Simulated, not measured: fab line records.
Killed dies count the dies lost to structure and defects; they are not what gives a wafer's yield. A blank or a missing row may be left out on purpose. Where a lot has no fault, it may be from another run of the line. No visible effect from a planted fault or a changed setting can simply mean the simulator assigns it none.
The tool behind it: which one? -- flow n5-finfet -- 33 wafers from 11 lots sampled at 2 of the route's 1938 steps

WHAT THE GAUGES SHOWED, per wafer
N5_BEOL_M15_INSPECT_30: inspects for defects (macro). Usual: raw-defect-count reads 2.2 (standard deviation 1.5).
lot,measured,on,raw-defect-count,flag
L642,day 13 10:13,defect-inspect-01,5 4 1,
L640,day 13 12:13,defect-inspect-01,1 2 0,
L643,day 13 18:38,defect-inspect-01,2 4 2,
L644,day 14 03:59,defect-inspect-02,5 4 3,
L645,day 14 14:21,defect-inspect-02,1 4 2,
L646,day 14 14:43,defect-inspect-01,4 2 3,
L651,day 15 03:44,defect-inspect-02,1 1 0,
L655,day 16 12:01,defect-inspect-02,>300 1 1,
L652,day 16 12:53,defect-inspect-02,4 1 2,
L658,day 17 21:40,defect-inspect-01,1 3 1,
L661,day 18 02:07,defect-inspect-02,4 3 2,

WHAT TOOL EACH LOT RAN ON (gives the tool, then ch and the chambers of the sampled wafers, and finally the start)
lot,N5_BEOL_M15_STRIP_65
L642,"wet-bench-06 ch 2,5,7, day 13 09:06"
L640,"wet-bench-06 ch 2,4,5, day 13 11:14"
L643,"wet-bench-05 ch 1,3,5, day 13 17:31"
L644,"wet-bench-06 ch 2,4,5, day 14 02:43"
L645,"wet-bench-05 ch 2,5,6, day 14 13:11"
L646,"wet-bench-04 ch 0,6,7, day 14 13:25"
L651,"wet-bench-04 ch 2,3,4, day 15 02:41"
L655,"wet-bench-05 ch 3,4,5, day 16 10:50"
L652,"wet-bench-06 ch 0,1,7, day 16 11:45"
L658,"wet-bench-04 ch 2,6,7, day 17 20:33"
L661,"wet-bench-04 ch 0,1,7, day 18 01:07"
- N5_BEOL_M15_STRIP_65: strips in post etch residue remover, time 60 s.

WHAT THE TOOLS THEMSELVES READ (means of the sampled wafers that have a number; where no wafer has one, the mark that the record gives instead)
The record holds no such reading with a usual standard deviation.

THE ANSWER, worked out from the rows above alone
Rule: a lot counts as off when the mean over its wafers that have a number is more than 3 standard deviations away from the usual mean. A lot without any number at a reading at which 4 lots or more have one is off too. The other lots that the step has rows for count as sound. After the gauges, taken in route order, come the tools' own readings; for these a lot's mean is taken, as printed above. The first step at which some lot is off is used, and at that step the reading that is off furthest; a lot without a number counts as furthest.
Nothing can be told from this: no lot is off at any reading shown.

WHAT HAD BEEN PUT IN BY THE SIMULATOR
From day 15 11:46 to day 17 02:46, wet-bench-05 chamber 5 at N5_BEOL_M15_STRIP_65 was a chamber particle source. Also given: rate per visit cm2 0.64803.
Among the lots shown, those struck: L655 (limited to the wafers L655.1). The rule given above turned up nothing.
